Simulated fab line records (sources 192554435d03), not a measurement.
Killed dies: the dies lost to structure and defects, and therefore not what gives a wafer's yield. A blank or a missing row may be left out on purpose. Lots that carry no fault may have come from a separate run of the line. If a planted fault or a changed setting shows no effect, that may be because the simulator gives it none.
Matching of chambers + flow n5_finfet + uv_cure-02 running N5_BEOL_M11_CURE_72: 3 sister chambers
The step cures SiCOH lowk, time 120 s. 6 wafers are shown with their chamber, then 10 later ones without.

== WAFERS PAIRED WITH THEIR CHAMBERS ==
| wafer  | chamber | lamp_power_pct (%) | wafer_temp_C_max |
|--------|---------|--------------------|------------------|
| L080.4 | 2       | 52.36              | 371.6            |
| L080.5 | 2       | 52.36              | 371.9            |
| L087.5 | 0       | 52.32              | 372.1            |
| L087.6 | 0       | 52.28              | 371.6            |
| L090.1 | 1       | 52.31              | 372.4            |
| L090.4 | 1       | 52.35              | 372.6            |

== WAFERS WHOSE CHAMBER IS MISSING ==
| wafer  | lamp_power_pct (%) | wafer_temp_C_max |
|--------|--------------------|------------------|
| L090.6 | 52.23              | 372.2            |
| L096.1 | 52.27              | 371.3            |
| L096.2 | 52.34              | 371.9            |
| L096.3 | 52.25              | 371.3            |
| L096.4 | 52.33              | 370.7            |
| L096.5 | 52.40              | 371.6            |
| L096.6 | 52.33              | 371.4            |
| L097.3 | 52.16              | 372.1            |
| L097.4 | 52.26              | 371.4            |
| L097.6 | 52.32              | 371.1            |

== THE CHAMBER EACH PASSED THROUGH ==
| wafer  | from the rows above          | in truth                   |
|--------|------------------------------|----------------------------|
| L090.6 | can't be placed: 0 or 1      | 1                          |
| L096.1 | can't be placed: 0 or 2      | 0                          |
| L096.2 | can't be placed: 2 or 0 or 1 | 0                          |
| L096.3 | 0                            | 0                          |
| L096.4 | can't be placed: 2 or 0      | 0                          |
| L096.5 | 2                            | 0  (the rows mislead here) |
| L096.6 | can't be placed: 2 or 0      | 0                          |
| L097.3 | can't be placed: 0 or 1      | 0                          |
| L097.4 | 0                            | 0                          |
| L097.6 | can't be placed: 0 or 2      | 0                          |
Correctly placed: 2 of 10. Not placeable from these rows: 7 (in 7, the candidates include the true chamber). Number placed wrongly: 1.
How it was worked out, from the rows above alone: a wafer's distance from a chamber is the root of the sum, over the readings, of the square of ((its reading less the chamber's mean) divided by the reading's scatter). If the next closest chamber is less than 2 further off than the closest, the wafer can't be placed; otherwise it belongs to the closest. Each chamber's mean is taken over the wafers shown for it. The scatter: take each reading less its chamber's mean, square it, sum over the shown wafers, divide by the number of wafers less the number of chambers, and take the root.
